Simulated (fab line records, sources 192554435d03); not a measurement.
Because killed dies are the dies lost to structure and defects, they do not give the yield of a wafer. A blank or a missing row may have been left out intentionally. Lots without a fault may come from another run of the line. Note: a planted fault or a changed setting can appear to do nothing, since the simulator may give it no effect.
Matching of chambers -- flow n5_finfet -- N5_BEOL_M0_TRENCH_ETCH_107 on rie_diel-04: 4 sister chambers
The step etches SiOC in C4F6/O2, target depth 32.8 nm, time 16.4 s. 14 wafers are shown with their chamber, then 7 later ones without.

== WAFERS, EACH WITH ITS CHAMBER ==
wafer,chamber,rf_vpp_V (V),drypump_motor_current_A (A),showerhead_plenum_p_Torr (Torr)
L075.2,1,643,6.4,2.92
L075.4,2,652,5.7,2.81
L075.6,3,661,5.8,2.88
L082.2,3,661,5.8,2.87
L082.3,2,654,5.8,2.80
L082.5,2,655,5.7,2.80
L086.3,0,680,5.7,3.00
L086.4,0,679,5.7,3.00
L086.5,2,653,5.7,2.80
L089.1,3,661,5.8,2.86
L089.3,2,654,5.8,2.80
L089.4,0,681,5.7,2.99
L091.3,0,680,5.7,2.99
L091.5,0,679,5.7,2.99

SIGNATURES (means of the wafers above)
reading,chamber 0,chamber 1,chamber 2,chamber 3,scatter within a chamber
rf_vpp_V,679.80,643.00,653.60,661.00,0.894
drypump_motor_current_A,5.700,6.400,5.740,5.800,0.0346
showerhead_plenum_p_Torr,2.9940,2.9200,2.8020,2.8700,0.00632
Rule: a wafer's distance from a chamber is the root of the sum, over the readings, of the square of ((its reading less the chamber's mean) divided by the reading's scatter). If the next closest chamber is less than 2 further off than the closest, the wafer can't be placed; otherwise it belongs to the closest. How the scatter is found: for the shown wafers, subtract from each reading the mean of its chamber, square and add these, divide the total by (wafers less chambers), then take the root.

== WAFERS WHOSE CHAMBER IS MISSING ==
wafer,rf_vpp_V (V),drypump_motor_current_A (A),showerhead_plenum_p_Torr (Torr)
L091.6,661,5.8,2.86
L094.1,660,5.8,2.85
L094.5,679,5.7,2.99
L094.6,653,5.7,2.79
L095.2,653,5.8,2.79
L095.3,642,6.4,2.91
L095.5,643,6.4,2.91

== WHICH CHAMBER EACH WENT THROUGH ==
wafer,from the rows above,in truth
L091.6,3,3
L094.1,3,3
L094.5,0,0
L094.6,2,2
L095.2,2,2
L095.3,1,1
L095.5,1,1
7 of 7 placed correctly. Left unplaced by these rows: 0. Number placed wrongly: 0.
